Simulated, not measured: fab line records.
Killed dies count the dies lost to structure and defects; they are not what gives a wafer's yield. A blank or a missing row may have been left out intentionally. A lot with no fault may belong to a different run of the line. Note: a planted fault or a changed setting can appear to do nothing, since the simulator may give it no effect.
2 desks, one fault | flow n5Finfet | numbers are kept per desk, each desk with only its own; the story behind them comes last

## DESK OF THE TOOL OWNER: pecvd-04
The tool's own readings at N5_BEOL_M0_SAQP_PECVD_04 (deposits a-Si from SiH4/He, target thk 60 nm, time 60.2 s): means of the sampled wafers that have a number, for each lot that ran on this tool. Marked OUT: a lot whose mean sits more than 4 standard deviations from the usual mean, which makes it out of limits; the brackets give that distance.
Columns: A = heaterPowerW at N5_BEOL_M0_SAQP_PECVD_04, usual 616 W; B = showerheadPlenumPTorr at N5_BEOL_M0_SAQP_PECVD_04, usual 5.64 Torr; C = throttleValvePct at N5_BEOL_M0_SAQP_PECVD_04, usual 18.0 %
lot  | first seen here | A   | B    | C
L952 | day 6 23:02     | 632 | 5.63 | 18.4
L967 | day 10 17:25    | 668 | 5.61 | 17.8
L968 | day 11 00:43    | 650 | 5.61 | 17.9
Result from this desk: across the 3 lots, nothing is out of limits.

## FROM THE METROLOGY DESK
Lot by lot, what the gauges showed, no matter which tool ran the lot: averages of those sampled wafers that carry a number. Marked OUT: a lot whose mean sits more than 4 standard deviations from the usual mean, which makes it out of limits; the brackets give that distance. Readings shown: 7 of its 11, picked as those furthest out on some lot.
Columns: A = thkNm at N5_BEOL_M0_SAQP_THK_MEAS_05, usual 59.4 nm; B = IOFF_P at N5_BEOL_M4_RC_MEAS_101, usual 0.21 nA/um; C = ION_N at N5_BEOL_M4_RC_MEAS_101, usual 671 uA/um; D = ION_P at N5_BEOL_M4_RC_MEAS_101, usual 461 uA/um; E = SS_N at N5_BEOL_M4_RC_MEAS_101, usual 71.5 mV/dec; F = VT_N at N5_BEOL_M4_RC_MEAS_101, usual 251 mV; G = VT_P at N5_BEOL_M4_RC_MEAS_101, usual -250 mV
lot  | first seen here | A    | B    | C   | D   | E    | F   | G
L948 | day 6 03:55     | 60.0 | 0.24 | 679 | 465 | 72.3 | 247 | -247
L952 | day 6 23:08     | 59.3 | 0.25 | 681 | 470 | 71.2 | 250 | -249
L967 | day 10 17:31    | 58.5 | 0.26 | 686 | 474 | 71.0 | 244 | -244
L968 | day 11 00:49    | 58.1 | 0.24 | 675 | 465 | 71.8 | 249 | -249
Result from this desk: across the 4 lots, nothing is out of limits.

## PUT TOGETHER
The desk of the tool owner found nothing out of limits.
Metrology desk: nothing out of limits seen.

## WHAT THE SIMULATOR HAD INSERTED
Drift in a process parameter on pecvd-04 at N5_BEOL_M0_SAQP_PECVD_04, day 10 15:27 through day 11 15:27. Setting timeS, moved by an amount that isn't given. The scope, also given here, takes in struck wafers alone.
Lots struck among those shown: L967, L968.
